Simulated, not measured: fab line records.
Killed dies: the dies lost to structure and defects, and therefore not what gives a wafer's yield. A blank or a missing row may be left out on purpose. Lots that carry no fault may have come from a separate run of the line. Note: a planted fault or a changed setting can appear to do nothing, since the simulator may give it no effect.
Split-lot study / flow n5_finfet / on a route of 1938 steps: 7 lots, 39 wafers read

## ABOUT THE SPLIT
At N5_BEOL_M8_ILD_DEP_00 (deposits SiCOH lowk from DEMS/porogen, target thk 179.75 nm, time 33.4 s), the setting target_thk_a was moved away from the recipe's 1797.5 angstrom on 15 of the 39 wafers read, by -29.6% to +50.1%. For the rest of the wafers, this setting stayed at what the recipe calls for.

## FROM SPLIT TO READING: 1 step shown by the file between the two
- N5_BEOL_M8_CURE_74: cures SiCOH lowk, time 240 s

## THE READING
M8_ILD_THK in nanometres, read at N5_BEOL_M8_THK_MEAS_01. Fault-free wafers of this fab line usually give 154.9 nm, standard deviation 2 nm.

wafer=L080.1; tool, chamber at the split=pecvd-01, 1; target_thk_a as run, angstrom=1797.5; against the recipe=recipe; M8_ILD_THK, nm=155.9; against lot-mates on the recipe=-
wafer=L080.2; tool, chamber at the split=pecvd-01, 2; target_thk_a as run, angstrom=1526; against the recipe=-15.1%; M8_ILD_THK, nm=130.7; against lot-mates on the recipe=-26.0
wafer=L080.3; tool, chamber at the split=pecvd-01, 0; target_thk_a as run, angstrom=1797.5; against the recipe=recipe; M8_ILD_THK, nm=157.3; against lot-mates on the recipe=-
wafer=L080.4; tool, chamber at the split=pecvd-01, 1; target_thk_a as run, angstrom=1797.5; against the recipe=recipe; M8_ILD_THK, nm=156.9; against lot-mates on the recipe=-
wafer=L080.5; tool, chamber at the split=pecvd-01, 0; target_thk_a as run, angstrom=1526; against the recipe=-15.1%; M8_ILD_THK, nm=134.1; against lot-mates on the recipe=-22.6
wafer=L080.6; tool, chamber at the split=pecvd-01, 2; target_thk_a as run, angstrom=1526; against the recipe=-15.1%; M8_ILD_THK, nm=132.0; against lot-mates on the recipe=-24.7
wafer=L082.1; tool, chamber at the split=pecvd-03, 2; target_thk_a as run, angstrom=2377; against the recipe=+32.2%; M8_ILD_THK, nm=204.9; against lot-mates on the recipe=+50.2
wafer=L082.2; tool, chamber at the split=pecvd-03, 1; target_thk_a as run, angstrom=1797.5; against the recipe=recipe; M8_ILD_THK, nm=152.7; against lot-mates on the recipe=-
wafer=L082.3; tool, chamber at the split=pecvd-03, 0; target_thk_a as run, angstrom=2377; against the recipe=+32.2%; M8_ILD_THK, nm=203.7; against lot-mates on the recipe=+49.0
wafer=L082.4; tool, chamber at the split=pecvd-03, 0; target_thk_a as run, angstrom=2377; against the recipe=+32.2%; M8_ILD_THK, nm=207.3; against lot-mates on the recipe=+52.6
wafer=L082.5; tool, chamber at the split=pecvd-03, 2; target_thk_a as run, angstrom=1797.5; against the recipe=recipe; M8_ILD_THK, nm=155.4; against lot-mates on the recipe=-
wafer=L082.6; tool, chamber at the split=pecvd-03, 1; target_thk_a as run, angstrom=1797.5; against the recipe=recipe; M8_ILD_THK, nm=156.0; against lot-mates on the recipe=-
wafer=L086.1; tool, chamber at the split=pecvd-01, 2; target_thk_a as run, angstrom=1797.5; against the recipe=recipe; M8_ILD_THK, nm=154.8; against lot-mates on the recipe=-
wafer=L086.2; tool, chamber at the split=pecvd-01, 1; target_thk_a as run, angstrom=2163; against the recipe=+20.3%; M8_ILD_THK, nm=185.5; against lot-mates on the recipe=+29.1
wafer=L086.3; tool, chamber at the split=pecvd-01, 0; target_thk_a as run, angstrom=2163; against the recipe=+20.3%; M8_ILD_THK, nm=187.8; against lot-mates on the recipe=+31.4
wafer=L086.4; tool, chamber at the split=pecvd-01, 1; target_thk_a as run, angstrom=1797.5; against the recipe=recipe; M8_ILD_THK, nm=155.9; against lot-mates on the recipe=-
wafer=L086.5; tool, chamber at the split=pecvd-01, 0; target_thk_a as run, angstrom=1797.5; against the recipe=recipe; M8_ILD_THK, nm=158.6; against lot-mates on the recipe=-
wafer=L086.6; tool, chamber at the split=pecvd-01, 2; target_thk_a as run, angstrom=2163; against the recipe=+20.3%; M8_ILD_THK, nm=189.7; against lot-mates on the recipe=+33.3
wafer=L087.1; tool, chamber at the split=pecvd-01, 1; target_thk_a as run, angstrom=1797.5; against the recipe=recipe; M8_ILD_THK, nm=155.3; against lot-mates on the recipe=-
wafer=L087.2; tool, chamber at the split=pecvd-01, 2; target_thk_a as run, angstrom=2698; against the recipe=+50.1%; M8_ILD_THK, nm=230.0; against lot-mates on the recipe=+73.3
wafer=L087.3; tool, chamber at the split=pecvd-01, 0; target_thk_a as run, angstrom=1797.5; against the recipe=recipe; M8_ILD_THK, nm=155.6; against lot-mates on the recipe=-
wafer=L087.4; tool, chamber at the split=pecvd-01, 2; target_thk_a as run, angstrom=2698; against the recipe=+50.1%; M8_ILD_THK, nm=235.1; against lot-mates on the recipe=+78.4
wafer=L087.5; tool, chamber at the split=pecvd-01, 1; target_thk_a as run, angstrom=1797.5; against the recipe=recipe; M8_ILD_THK, nm=159.2; against lot-mates on the recipe=-
wafer=L087.6; tool, chamber at the split=pecvd-01, 0; target_thk_a as run, angstrom=2698; against the recipe=+50.1%; M8_ILD_THK, nm=237.2; against lot-mates on the recipe=+80.5
wafer=L091.1; tool, chamber at the split=pecvd-02, 2; target_thk_a as run, angstrom=1265; against the recipe=-29.6%; M8_ILD_THK, nm=110.8; against lot-mates on the recipe=-45.1
wafer=L091.2; tool, chamber at the split=pecvd-02, 0; target_thk_a as run, angstrom=1797.5; against the recipe=recipe; M8_ILD_THK, nm=153.8; against lot-mates on the recipe=-
wafer=L091.3; tool, chamber at the split=pecvd-02, 1; target_thk_a as run, angstrom=1797.5; against the recipe=recipe; M8_ILD_THK, nm=155.5; against lot-mates on the recipe=-
wafer=L091.4; tool, chamber at the split=pecvd-02, 1; target_thk_a as run, angstrom=1797.5; against the recipe=recipe; M8_ILD_THK, nm=158.3; against lot-mates on the recipe=-
wafer=L091.5; tool, chamber at the split=pecvd-02, 2; target_thk_a as run, angstrom=1265; against the recipe=-29.6%; M8_ILD_THK, nm=112.2; against lot-mates on the recipe=-43.7
wafer=L091.6; tool, chamber at the split=pecvd-02, 0; target_thk_a as run, angstrom=1265; against the recipe=-29.6%; M8_ILD_THK, nm=108.5; against lot-mates on the recipe=-47.4
wafer=L097.1; tool, chamber at the split=pecvd-01, 0; target_thk_a as run, angstrom=1797.5; against the recipe=recipe; M8_ILD_THK, nm=156.7; against lot-mates on the recipe=-
wafer=L097.4; tool, chamber at the split=pecvd-01, 0; target_thk_a as run, angstrom=1797.5; against the recipe=recipe; M8_ILD_THK, nm=159.3; against lot-mates on the recipe=-
wafer=L097.6; tool, chamber at the split=pecvd-01, 2; target_thk_a as run, angstrom=1797.5; against the recipe=recipe; M8_ILD_THK, nm=156.5; against lot-mates on the recipe=-
wafer=L095.1; tool, chamber at the split=pecvd-01, 2; target_thk_a as run, angstrom=1797.5; against the recipe=recipe; M8_ILD_THK, nm=152.9; against lot-mates on the recipe=-
wafer=L095.2; tool, chamber at the split=pecvd-01, 0; target_thk_a as run, angstrom=1797.5; against the recipe=recipe; M8_ILD_THK, nm=152.8; against lot-mates on the recipe=-
wafer=L095.3; tool, chamber at the split=pecvd-01, 1; target_thk_a as run, angstrom=1797.5; against the recipe=recipe; M8_ILD_THK, nm=153.7; against lot-mates on the recipe=-
wafer=L095.4; tool, chamber at the split=pecvd-01, 0; target_thk_a as run, angstrom=1797.5; against the recipe=recipe; M8_ILD_THK, nm=155.4; against lot-mates on the recipe=-
wafer=L095.5; tool, chamber at the split=pecvd-01, 2; target_thk_a as run, angstrom=1797.5; against the recipe=recipe; M8_ILD_THK, nm=154.0; against lot-mates on the recipe=-
wafer=L095.6; tool, chamber at the split=pecvd-01, 1; target_thk_a as run, angstrom=1797.5; against the recipe=recipe; M8_ILD_THK, nm=156.5; against lot-mates on the recipe=-

THE FIT
A straight line over all 39 wafers: M8_ILD_THK changes by +1.55 nm for each +1% of target_thk_a; r = +1.00; the points scatter about the line by 2 nm.
The same after taking each lot's own level away (the mean of its wafers on the recipe; 39 wafers): +1.55 nm for each +1%; r = +1.00; scatter 1.7 nm.
On that fit, the largest move of target_thk_a shifts the reading by 78 nm.
Measured against the standard deviation above, the lots' own levels, which go from 154.22 to 157.50 nm, span 1.6 times it.
The two slopes agree, so the slope changes little with the lot-to-lot level.
Check: with one of the wafers moved furthest among these (+50.1%) left out of the fit, the line predicts +78.5 nm for it against its lot-mates. Against them it came out at +73.3 nm.

## OTHER SPLITS ON THESE WAFERS
Other splits were also applied to these wafers ahead of the reading. Each is held against what the fit with the lots' levels taken away leaves over:
other split on the same wafers=N5_HKMG_FIN_ALD_91 ald_cycles; wafers away from the commonest value=15; r with M8_ILD_THK (lot level and that fit taken away)=-0.10
other split on the same wafers=N5_BEOL_M2_VIA_ETCH_34 time_s; wafers away from the commonest value=18; r with M8_ILD_THK (lot level and that fit taken away)=+0.09
other split on the same wafers=N5_BEOL_M5_HM_DEP_02 target_thk_a; wafers away from the commonest value=15; r with M8_ILD_THK (lot level and that fit taken away)=-0.05

## THE WHOLE CHAIN: every reading that the file lists as answering this split, in the file's order
step=N5_BEOL_M8_ILD_DEP_00; what it does=deposits SiCOH lowk from DEMS/porogen, target thk 179.75 nm, time 33.4 s; reading=SiCOH_lowk_of_BEOL_M8_ILD_DEP_00.thk_nm (the simulator's own value, which no gauge read); change (the file's fit)=+1.77 nm for each +1% of the setting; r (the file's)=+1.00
step=N5_BEOL_M8_CURE_74; what it does=cures SiCOH lowk, time 240 s; reading=SiCOH_lowk_of_BEOL_M8_ILD_DEP_00.thk_nm (the simulator's own value, which no gauge read); change (the file's fit)=+1.55 nm for each +1% of the setting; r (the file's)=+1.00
step=N5_BEOL_M8_THK_MEAS_01; what it does=; reading=M8_ILD_THK; change (the file's fit)=+1.55 for each +1% of the setting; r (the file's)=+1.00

## THE FILE'S OWN FIT
M8_ILD_THK changes by +1.55 nm for each +1% of target_thk_a, r = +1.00.
